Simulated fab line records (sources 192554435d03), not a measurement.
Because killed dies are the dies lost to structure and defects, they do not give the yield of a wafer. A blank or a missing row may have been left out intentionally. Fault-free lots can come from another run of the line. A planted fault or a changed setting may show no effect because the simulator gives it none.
Matching of chambers -- flow n5-finfet -- 4 sister chambers for N5_BEOL_M1_ETCH_77 on rie-diel-06
The step etches underlayer in N2/H2, target depth 6.5 nm, time 5.2 s. 18 wafers are shown with their chamber, then 9 later ones without.

## WAFERS PAIRED WITH THEIR CHAMBERS
wafer,chamber,drypump-motor-current-A (A),showerhead-plenum-p-Torr (Torr),throttle-valve-pct (%)
L077.4,0,5.8,2.62,17.9
L077.5,2,5.2,2.58,18.1
L077.6,1,5.9,2.51,18.4
L078.4,2,5.2,2.58,18.0
L078.5,0,5.7,2.62,17.9
L078.6,1,5.9,2.51,18.4
L083.2,3,5.8,2.60,17.5
L083.5,2,5.2,2.57,18.1
L083.6,1,5.9,2.51,18.3
L086.3,2,5.2,2.57,18.1
L086.4,0,5.7,2.61,17.9
L086.5,0,5.8,2.62,17.9
L089.2,3,5.8,2.60,17.5
L089.3,0,5.7,2.61,17.9
L089.6,0,5.7,2.61,18.0
L092.3,0,5.8,2.61,17.9
L092.4,2,5.2,2.57,18.1
L092.6,3,5.8,2.60,17.5

SIGNATURES, as means of the wafers listed above
reading,chamber 0,chamber 1,chamber 2,chamber 3,scatter within a chamber
drypump-motor-current-A,5.743,5.900,5.200,5.800,0.035
showerhead-plenum-p-Torr,2.6143,2.5100,2.5740,2.6000,0.00456
throttle-valve-pct,17.914,18.367,18.080,17.500,0.0407
Rule: a wafer's distance from a chamber is the root of the sum, over the readings, of the square of ((its reading less the chamber's mean) divided by the reading's scatter). The wafer belongs to the nearest chamber; if the next one is less than 2 further off, it can't be placed. The scatter: take each reading less its chamber's mean, square it, sum over the shown wafers, divide by the number of wafers less the number of chambers, and take the root.

## WAFERS WITH NO CHAMBER GIVEN
wafer,drypump-motor-current-A (A),showerhead-plenum-p-Torr (Torr),throttle-valve-pct (%)
L093.1,5.8,2.59,17.5
L093.3,5.2,2.57,18.1
L093.4,5.9,2.50,18.4
L094.1,5.9,2.50,18.4
L094.5,5.9,2.50,18.4
L094.6,5.8,2.61,18.0
L096.1,5.2,2.56,18.1
L096.2,5.9,2.50,18.4
L096.3,5.8,2.59,17.5

## WHICH CHAMBER EACH WENT THROUGH
wafer,from the rows above,in truth
L093.1,3,3
L093.3,2,2
L093.4,1,1
L094.1,1,1
L094.5,1,1
L094.6,0,0
L096.1,2,2
L096.2,1,1
L096.3,3,3
Placed correctly: 9 of 9. Number that these rows cannot place: 0. Placed wrongly: 0.
